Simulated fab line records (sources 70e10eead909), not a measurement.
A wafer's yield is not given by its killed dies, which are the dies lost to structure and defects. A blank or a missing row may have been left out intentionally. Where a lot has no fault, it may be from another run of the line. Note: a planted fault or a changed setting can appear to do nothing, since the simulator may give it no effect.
fab line records ; flow nand_harc
[record] lots = 13; wafers = 39; last_day = 24
route steps=1159 shown A_STAIRCASE@729 THIN_TSV@1122 END@1158
lots with no fault: from the same line, run without faults
start_h: hours from the record's opening day to when the first of the lot's shown wafers began ; wait_h: how many hours have passed since the lot's step before this one ; " repeats the value in the row above ; L1.1+2: a row that stands for several wafers ; - value missing, or start not given ; * or withheld: withheld ; < > ~ a bound
route shown NAME@n: NAME is a module with steps in the file, n the number in the route of the first one ; usual: average and standard deviation across the fault-free wafers ; same: alike in all rows ; chamber/n: place in a boat ; sites: per-site readings ; _std_site: the standard deviation of these ; _edge_site: the outer-site mean with the inner-site mean subtracted ; radius_mm: for every site, how far away it sits from the centre of the wafer ; mask NAME#n: copy n ; behind: the last tool/chamber to shape the wafer ; hold: why the lot was held/for how many hours/how that ended ; device: whichever transistor did not switch (one of n, p or np) ; end of line: the same wafers' tests at the end of the route ; a step given without rows: its recipe and nothing more ; killed: count of dies lost to structure and defects at first sort (not the wafer's yield) ; map: a wafer's dies, marking killed ones x, the rest . and places with no die _
set.NAME: the setting the step ran with; set.NAME@STEP: the setting that earlier step ran with ; model.NAME: the simulator's own value behind a step, which no gauge read
route steps across a sampled set of lots; one table per step, one row per wafer
services: when a tool's chamber went out of use (start_h, in hours from the record's first day, below 0 if earlier), for how many hours, and the reason
[[steps]]
[step NHARC_A_STAIRCASE_STRIP_446]
[recipe] power_w = 1500; temp_c = 250; chemistry = O2
[usual] drypump_motor_current_A = 5.5/0.33; heater_power_w = 339/12
lot.wafer;tool;chamber;start_h;wait_h;drypump_motor_current_A;heater_power_w;rf_hours_counter_h
L562.1;plasma_asher-01;0;300.34;0.1;5.7;350;4
L562.4;plasma_asher-01;1;300.34;0.1;5.3;323;-
L562.3;plasma_asher-01;0;300.34;0.1;5.7;348;-
L561.1;plasma_asher-02;0;300.55;0.2;6.0;348;26
L561.6;plasma_asher-02;0;300.55;0.2;6.0;349;-
L561.5;plasma_asher-02;1;300.55;0.2;5.1;336;-
L563.2;plasma_asher-02;1;313.39;0.0;5.1;339;30
L563.4;plasma_asher-02;1;313.39;0.0;5.1;339;-
L563.5;plasma_asher-02;1;313.39;0.0;5.1;327;-
L564.1;plasma_asher-01;1;318.36;0.0;5.3;326;11
L564.6;plasma_asher-01;1;318.36;0.0;5.3;324;-
L564.5;plasma_asher-01;0;318.36;0.0;5.7;348;-
L565.3;plasma_asher-01;0;331.46;0.1;5.7;347;-
L565.4;plasma_asher-01;1;331.46;0.1;5.3;317;-
L565.6;plasma_asher-01;0;331.46;0.1;5.7;354;-
L566.1;plasma_asher-02;0;340.59;0.0;6.0;342;41
L566.2;plasma_asher-02;1;340.59;0.0;5.1;342;41
L566.3;plasma_asher-02;1;340.59;0.0;5.1;326;-
L567.2;plasma_asher-01;1;340.75;0.1;5.3;314;19
L567.6;plasma_asher-01;1;340.75;0.1;5.3;331;-
L567.5;plasma_asher-01;0;340.75;0.1;5.7;356;-
L570.2;plasma_asher-02;1;353.47;0.1;5.1;332;45
L570.3;plasma_asher-02;1;353.47;0.1;5.1;333;-
L570.6;plasma_asher-02;1;353.47;0.1;5.1;341;-
L569.1;plasma_asher-02;0;353.76;0.2;5.9;336;45
L569.3;plasma_asher-02;0;353.76;0.2;6.0;345;-
L569.5;plasma_asher-02;0;353.76;0.2;5.9;342;-
L568.3;plasma_asher-02;0;354.08;0.4;5.9;348;-
L568.4;plasma_asher-02;1;354.08;0.4;5.1;336;-
L568.5;plasma_asher-02;0;354.08;0.4;6.0;345;-
L574.3;plasma_asher-02;0;380.54;0.1;5.9;340;-
L574.6;plasma_asher-02;0;380.54;0.1;5.9;339;-
L574.5;plasma_asher-02;1;380.54;0.1;5.1;353;-
L580.2;plasma_asher-01;0;415.31;0.0;5.8;351;50
L580.1;plasma_asher-01;1;415.31;0.0;5.3;324;50
L580.6;plasma_asher-01;1;415.31;0.0;5.3;321;-
L584.3;plasma_asher-01;0;444.28;0.1;5.7;335;-
L584.4;plasma_asher-01;1;444.28;0.1;5.3;336;-
L584.5;plasma_asher-01;1;444.28;0.1;5.3;323;-
[step NHARC_THIN_TSV_STRIP_45]
[recipe] power_w = 1500; temp_c = 250; chemistry = O2
[usual] drypump_motor_current_A = 5.5/0.31; heater_power_w = 341/21
lot.wafer;tool;chamber;start_h;wait_h;drypump_motor_current_A;heater_power_w;rf_hours_counter_h
L562.1;plasma_asher-02;0;433.24;0.1;6.0;332;19
L562.4;plasma_asher-02;0;433.24;0.1;6.0;343;-
L562.3;plasma_asher-02;1;433.24;0.1;5.1;352;-
L561.1;plasma_asher-01;0;434.33;0.1;5.8;348;55
L561.6;plasma_asher-01;0;434.33;0.1;5.7;352;-
L561.5;plasma_asher-01;1;434.33;0.1;5.3;321;-
L563.2;plasma_asher-02;0;435.39;0.1;6.0;333;20
L563.4;plasma_asher-02;0;435.39;0.1;6.0;334;-
L563.5;plasma_asher-02;0;435.39;0.1;6.0;340;-
L564.1;plasma_asher-01;1;436.69;0.1;5.3;319;55
L564.5;plasma_asher-01;1;436.69;0.1;5.3;326;-
L564.6;plasma_asher-01;0;436.69;0.1;5.7;348;-
L565.3;plasma_asher-01;1;445.12;0.2;5.3;319;-
L565.4;plasma_asher-01;0;445.12;0.2;5.7;355;-
L565.6;plasma_asher-01;1;445.12;0.2;5.3;328;-
L567.2;plasma_asher-01;1;467.89;0.1;5.3;313;2
L567.5;plasma_asher-01;1;467.89;0.1;5.3;315;-
L567.6;plasma_asher-01;0;467.89;0.1;5.8;356;-
L566.1;plasma_asher-01;1;468.97;0.1;5.3;315;2
L566.2;plasma_asher-01;0;468.97;0.1;5.7;368;2
L566.3;plasma_asher-01;1;468.97;0.1;5.3;306;-
L570.2;plasma_asher-01;1;470.34;0.1;5.3;316;3
L570.3;plasma_asher-01;1;470.34;0.1;5.3;317;-
L570.6;plasma_asher-01;1;470.34;0.1;5.3;314;-
L569.1;plasma_asher-01;1;472.32;0.1;5.3;319;4
L569.3;plasma_asher-01;1;472.32;0.1;5.3;314;-
L569.5;plasma_asher-01;1;472.32;0.1;5.3;313;-
L568.3;plasma_asher-01;0;473.81;0.4;5.7;365;-
L568.4;plasma_asher-01;1;473.81;0.4;5.3;314;-
L568.5;plasma_asher-01;0;473.81;0.4;5.8;360;-
L574.3;plasma_asher-02;0;503.98;0.2;6.0;347;-
L574.5;plasma_asher-02;0;503.98;0.2;6.0;341;-
L574.6;plasma_asher-02;1;503.98;0.2;5.1;352;-
L580.2;plasma_asher-01;1;533.42;0.1;5.3;319;26
L580.1;plasma_asher-01;0;533.42;0.1;5.7;372;26
L580.6;plasma_asher-01;0;533.42;0.1;5.7;361;-
L584.3;plasma_asher-01;1;561.09;0.2;5.3;308;-
L584.4;plasma_asher-01;0;561.09;0.2;5.7;362;-
L584.5;plasma_asher-01;0;561.09;0.2;5.7;364;-
[step NHARC_THIN_TSV_PRE_CLEAN_50]
[recipe] time_s = 30; temp_c = 280; gas = H2/He
[usual] heater_power_w = 415/55
lot.wafer;tool;chamber;start_h;wait_h;heater_power_w
L562.1;pvd_sputter-02;-;-;-;489
L562.3;pvd_sputter-02;-;-;-;353
L562.4;pvd_sputter-02;-;-;-;424
L561.1;pvd_sputter-03;-;-;-;415
L561.5;pvd_sputter-03;-;-;-;425
L561.6;pvd_sputter-03;-;-;-;410
L563.2;pvd_sputter-02;-;-;-;494
L563.4;pvd_sputter-02;-;-;-;503
L563.5;pvd_sputter-02;-;-;-;356
L564.1;pvd_sputter-02;-;-;-;355
L564.6;pvd_sputter-02;-;-;-;349
L564.5;pvd_sputter-02;-;-;-;436
L565.3;pvd_sputter-01;-;-;-;409
L565.4;pvd_sputter-01;-;-;-;365
L565.6;pvd_sputter-01;-;-;-;407
L567.2;pvd_sputter-02;-;-;-;502
L567.6;pvd_sputter-02;-;-;-;428
L567.5;pvd_sputter-02;-;-;-;512
L566.3;pvd_sputter-02;-;-;-;494
L566.1;pvd_sputter-02;-;-;-;347
L566.2;pvd_sputter-02;-;-;-;436
L570.2;pvd_sputter-01;-;-;-;387
L570.3;pvd_sputter-01;-;-;-;358
L570.6;pvd_sputter-01;-;-;-;382
L569.3;pvd_sputter-01;-;-;-;359
L569.1;pvd_sputter-01;-;-;-;408
L569.5;pvd_sputter-01;-;-;-;389
L568.3;pvd_sputter-01;-;-;-;386
L568.4;pvd_sputter-01;-;-;-;414
L568.5;pvd_sputter-01;-;-;-;387
L574.3;pvd_sputter-02;-;-;-;508
L574.6;pvd_sputter-02;-;-;-;497
L574.5;pvd_sputter-02;-;-;-;355
L580.2;pvd_sputter-03;-;-;-;433
L580.1;pvd_sputter-03;-;-;-;358
L580.6;pvd_sputter-03;-;-;-;423
L584.4;pvd_sputter-01;-;-;-;364
L584.3;pvd_sputter-01;-;-;-;388
L584.5;pvd_sputter-01;-;-;-;366
[step NHARC_END_WLT_00]
[usual] VT_DECK1_BOTTOM = 0.876/0.0081; VT_DECK1_BOTTOM_INNER = 0.875/0.0078; VT_DECK1_MEDIAN_NEAR_BOTTOM = 0.877/0.0073; VT_DECK1_MEDIAN_NEAR_BOTTOM_INNER = 0.876/0.0082; VT_DECK1_MIDDLE = 0.888/0.0074; VT_DECK1_MIDDLE_INNER = 0.888/0.0072; VT_DECK1_TOP = 0.899/0.007; VT_DECK1_TOP_INNER = 0.901/0.0076
lot.wafer;tool;chamber;start_h;wait_h;VT_DECK1_BOTTOM;VT_DECK1_BOTTOM_INNER;VT_DECK1_MEDIAN_NEAR_BOTTOM;VT_DECK1_MEDIAN_NEAR_BOTTOM_INNER;VT_DECK1_MIDDLE;VT_DECK1_MIDDLE_INNER;VT_DECK1_TOP;VT_DECK1_TOP_INNER
L562.1;prober-01;-;442.64;0.0;0.883;0.882;0.887;0.882;0.896;0.897;0.894;0.898
L562.3;prober-01;-;443.65;1.1;0.878;0.883;0.873;0.874;0.891;0.881;0.902;0.909
L562.4;prober-01;-;443.65;1.1;0.872;0.884;0.882;0.884;0.896;0.894;0.908;0.899
L561.1;prober-02;-;450.43;7.8;0.869;0.873;0.881;0.877;0.879;0.886;0.886;0.897
L561.5;prober-02;-;452.42;9.8;0.865;0.870;0.869;0.866;0.873;0.887;0.887;0.899
L561.6;prober-02;-;452.42;9.8;0.873;0.878;0.868;0.868;0.883;0.880;0.895;0.899
L564.1;prober-01;-;450.47;3.8;0.873;0.873;0.876;0.879;0.892;0.885;0.898;0.905
L564.5;prober-01;-;452.46;5.8;0.874;0.869;0.878;0.868;0.888;0.884;0.892;0.903
L564.6;prober-01;-;452.46;5.8;0.872;0.868;0.876;0.880;0.888;0.886;0.897;0.900
L563.2;prober-02;-;458.71;12.0;0.871;0.875;0.879;0.877;0.888;0.890;0.899;0.898
L563.4;prober-02;-;458.71;12.0;0.891;0.879;0.883;0.874;0.886;0.896;0.897;0.894
L563.5;prober-02;-;458.71;12.0;0.874;0.880;0.874;0.880;0.895;0.889;0.900;0.904
L565.3;prober-01;-;459.29;3.3;0.875;0.879;0.882;0.878;0.898;0.890;0.900;0.906
L565.4;prober-01;-;459.29;3.3;0.878;0.881;0.873;0.879;0.905;0.887;0.902;0.894
L565.6;prober-01;-;459.29;3.3;0.869;0.880;0.880;0.881;0.902;0.886;0.905;0.907
L566.1;prober-02;-;478.52;0.1;0.877;0.871;0.877;0.872;0.886;0.887;0.905;0.910
L566.2;prober-02;-;478.52;0.1;0.884;0.872;0.881;0.876;0.894;0.895;0.904;0.913
L566.3;prober-02;-;478.52;0.1;0.879;0.884;0.879;0.878;0.887;0.896;0.900;0.908
L567.2;prober-01;-;479.02;0.6;0.874;0.871;0.873;0.874;0.874;0.884;0.893;0.902
L567.5;prober-01;-;480.56;2.1;0.880;0.874;0.878;0.875;0.892;0.898;0.894;0.895
L567.6;prober-01;-;480.56;2.1;0.855;0.852;0.861;0.862;0.877;0.881;0.884;0.892
L570.2;prober-02;-;486.75;2.6;0.875;0.875;0.880;0.878;0.886;0.896;0.903;0.901
L570.3;prober-02;-;486.75;2.6;0.879;0.878;0.877;0.879;0.898;0.887;0.907;0.899
L570.6;prober-02;-;488.74;4.6;0.867;0.871;0.864;0.871;0.889;0.891;0.903;0.899
L568.3;prober-01;-;487.44;3.3;0.891;0.885;0.892;0.886;0.902;0.908;0.906;0.913
L568.4;prober-01;-;487.44;3.3;0.895;0.895;0.887;0.888;0.898;0.903;0.912;0.913
L568.5;prober-01;-;487.44;3.3;0.894;0.894;0.878;0.888;0.899;0.894;0.903;0.911
L569.1;prober-02;-;494.10;9.9;0.888;0.886;0.886;0.885;0.895;0.895;0.907;0.909
L569.3;prober-02;-;495.10;10.9;0.890;0.896;0.884;0.888;0.905;0.903;0.910;0.910
L569.5;prober-02;-;496.10;11.9;0.878;0.872;0.880;0.886;0.901;0.890;0.907;0.913
L574.3;prober-01;-;515.81;1.0;0.874;0.871;0.873;0.871;0.890;0.889;0.897;0.902
L574.5;prober-01;-;515.81;1.0;0.880;0.893;0.887;0.884;0.889;0.893;0.906;0.907
L574.6;prober-01;-;515.81;1.0;0.879;0.878;0.885;0.882;0.895;0.895;0.904;0.903
L580.1;prober-01;-;553.52;8.3;0.863;0.872;0.867;0.872;0.890;0.881;0.886;0.899
L580.2;prober-01;-;553.52;8.3;0.880;0.869;0.877;0.874;0.882;0.886;0.896;0.895
L580.6;prober-01;-;556.00;10.8;0.876;0.876;0.872;0.883;0.884;0.891;0.894;0.900
L584.3;prober-01;-;575.87;4.1;0.868;0.874;0.876;0.884;0.884;0.887;0.894;0.906
L584.4;prober-01;-;575.87;4.1;0.877;0.880;0.874;0.884;0.895;0.883;0.899;0.903
L584.5;prober-01;-;575.87;4.1;0.872;0.872;0.865;0.867;0.887;0.891;0.897;0.900
[step NHARC_END_SORT_01]
[recipe] temp_c = 25
[usual] killed_at_array = 31/11; killed_at_other = 0.5/0.78; killed_at_periphery = 3.0/2; killed_dies = 34/12; killed_open = 3.2/2; killed_short = 1.9/1.6
[same] gross_dies = 677
lot.wafer;tool;chamber;start_h;wait_h;killed_at_array;killed_at_other;killed_at_periphery;killed_dies;killed_open;killed_short
L568.3;prober-01;0;491.09;3.1;92;0;2;94;1;1
L568.4;prober-01;0;491.90;3.5;88;0;2;90;6;1
L568.5;prober-01;0;492.72;3.8;107;2;4;113;4;2
L569.1;prober-02;0;497.09;2.5;114;1;2;117;0;2
L569.3;prober-02;0;498.69;3.1;101;1;0;102;2;1
L569.5;prober-02;0;500.29;3.7;116;0;4;120;4;4
L574.3;prober-01;0;519.40;3.1;88;0;4;92;2;3
L574.5;prober-01;0;521.01;3.7;68;1;0;69;1;4
L574.6;prober-01;0;521.82;4.0;93;1;2;96;1;3
// killed by level:class
L568.3 A_STAIRCASE:unspecified=72 A_CHANNEL_HOLE_D1:chamber_film_flake=12 A_CONTACT:chamber_film_flake=3 A_SLIT:chamber_film_flake=2 P_CONTACT:geometric_particle:short=1 P_M2:geometric_particle:open=1 A_CHANNEL_FILL_D1:chamber_film_flake=1 A_STAIRCASE:chamber_film_flake=1
L568.4 A_STAIRCASE:unspecified=44 A_SLIT:chamber_film_flake=17 A_CHANNEL_HOLE_D1:chamber_film_flake=12 A_STAIRCASE:chamber_film_flake=6 A_WL_FILL:chamber_film_flake=3 A_CONTACT:geometric_particle:open=2 P_M0:geometric_particle:open=1 P_M2:geometric_particle:open=1
L568.5 A_STAIRCASE:unspecified=71 A_CHANNEL_HOLE_D1:chamber_film_flake=19 A_CONTACT:chamber_film_flake=4 A_STAIRCASE:chamber_film_flake=3 A_SLIT:chamber_film_flake=3 A_CONTACT:geometric_particle:open=2 P_GATE:chamber_film_flake=2 A_WL_FILL:chamber_film_flake=2
L569.1 A_STAIRCASE:unspecified=76 A_CHANNEL_HOLE_D1:chamber_film_flake=20 A_STAIRCASE:chamber_film_flake=7 A_SLIT:chamber_film_flake=7 A_WL_FILL:geometric_particle:short=2 A_CONTACT:chamber_film_flake=2 P_ZERO_WELL:chamber_film_flake=1 P_GATE:chamber_film_flake=1
L569.3 A_STAIRCASE:unspecified=71 A_SLIT:chamber_film_flake=14 A_CHANNEL_HOLE_D1:chamber_film_flake=8 A_STAIRCASE:chamber_film_flake=4 A_WL_FILL:geometric_particle:short=1 A_CONTACT:geometric_particle:open=1 A_BLC:geometric_particle:open=1 A_CONTACT:chamber_film_flake=1
L569.5 A_STAIRCASE:unspecified=75 A_CHANNEL_HOLE_D1:chamber_film_flake=23 A_STAIRCASE:chamber_film_flake=5 A_SLIT:chamber_film_flake=5 A_WL_FILL:geometric_particle:open=3 P_CONTACT:geometric_particle:short=2 A_CONTACT:chamber_film_flake=2 P_M0:geometric_particle:open=1
L574.3 A_STAIRCASE:unspecified=73 A_CHANNEL_HOLE_D1:chamber_film_flake=4 P_STI:chamber_film_flake=3 A_ONON_D1:geometric_particle:short=2 A_SLIT:chamber_film_flake=2 A_CONTACT:chamber_film_flake=2 A_CONTACT:geometric_particle:short=1 A_BLC:geometric_particle:open=1
L574.5 A_STAIRCASE:unspecified=38 A_SLIT:chamber_film_flake=17 A_CHANNEL_HOLE_D1:chamber_film_flake=4 A_STAIRCASE:chamber_film_flake=3 A_CHANNEL_HOLE_D1:geometric_particle:short=1 A_CHANNEL_FILL_D1:geometric_particle:short=1 A_SGD_CUT:geometric_particle:short=1 A_WL_FILL:geometric_particle:short=1
L574.6 A_STAIRCASE:unspecified=73 A_SLIT:chamber_film_flake=11 A_CHANNEL_HOLE_D1:chamber_film_flake=3 A_WL_FILL:chamber_film_flake=2 P_M2:geometric_particle:short=1 A_CHANNEL_FILL_D1:geometric_particle:short=1 A_WL_FILL:geometric_particle:short=1 P_STI:chamber_film_flake=1
[[services]]
tool;chamber;start_h;hours;kind
pvd_sputter-03;-;280.00;10.0;pm
plasma_asher-01;0;285.00;-;clean
plasma_asher-01;1;285.00;-;clean
pvd_sputter-01;-;297.65;3.5;repair
pvd_sputter-03;-;302.84;4.1;repair
pvd_sputter-01;-;336.00;10.0;pm
plasma_asher-01;-;352.61;1.2;repair
plasma_asher-02;-;360.22;9.0;pm
plasma_asher-02;0;360.22;9.0;vent_cycle
pvd_sputter-01;-;382.88;1.3;repair
pvd_sputter-02;-;392.01;10.0;pm
pvd_sputter-01;-;393.47;2.3;repair
pvd_sputter-02;-;402.48;1.8;repair
pvd_sputter-03;-;430.50;1.2;repair
plasma_asher-01;-;453.62;9.0;pm
plasma_asher-01;0;453.62;9.0;vent_cycle
plasma_asher-01;1;453.62;9.0;vent_cycle
pvd_sputter-03;-;458.00;10.0;pm
plasma_asher-01;0;462.62;-;clean
plasma_asher-01;1;462.62;-;clean
plasma_asher-02;-;469.62;8.2;repair
plasma_asher-02;-;502.83;1.0;repair
pvd_sputter-01;-;514.05;10.0;pm
plasma_asher-02;-;537.32;9.0;pm
[[key]]
[first_sign] step = NHARC_END_SORT_01; reading = killed_at_array; direction = up; sigmas = 5.9; usual = 31; struck = 96
[effect] step = NHARC_END_SORT_01; reading = killed_dies; direction = up; sigmas = 5.6; usual = 34; struck = 99
[more_kills_born_at] NHARC_A_STAIRCASE_STRIP_446@plasma_asher-02 = 593
met_at NHARC_A_STAIRCASE_STRIP_446
struck_lots L568,L569,L574
tester_left_out L568,L569,L574
not_acting_at NHARC_THIN_TSV_STRIP_45,NHARC_THIN_TSV_PRE_CLEAN_50,NHARC_END_WLT_00
[fault] kind = chamber_particle_source; tool = plasma_asher-02; chamber = -; onset_h = 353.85; steps = NHARC_A_STAIRCASE_STRIP_446; rate_per_visit_cm2 = 1.2353; end_h = 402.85
// tester_left_out: of these lots the tester's yield and bins aren't shown, on N5 and GAA mostly nor the transistor test; their killed dies are dies lost to structure and defects alone, not to doping, threshold or leakage, so they don't give the yield
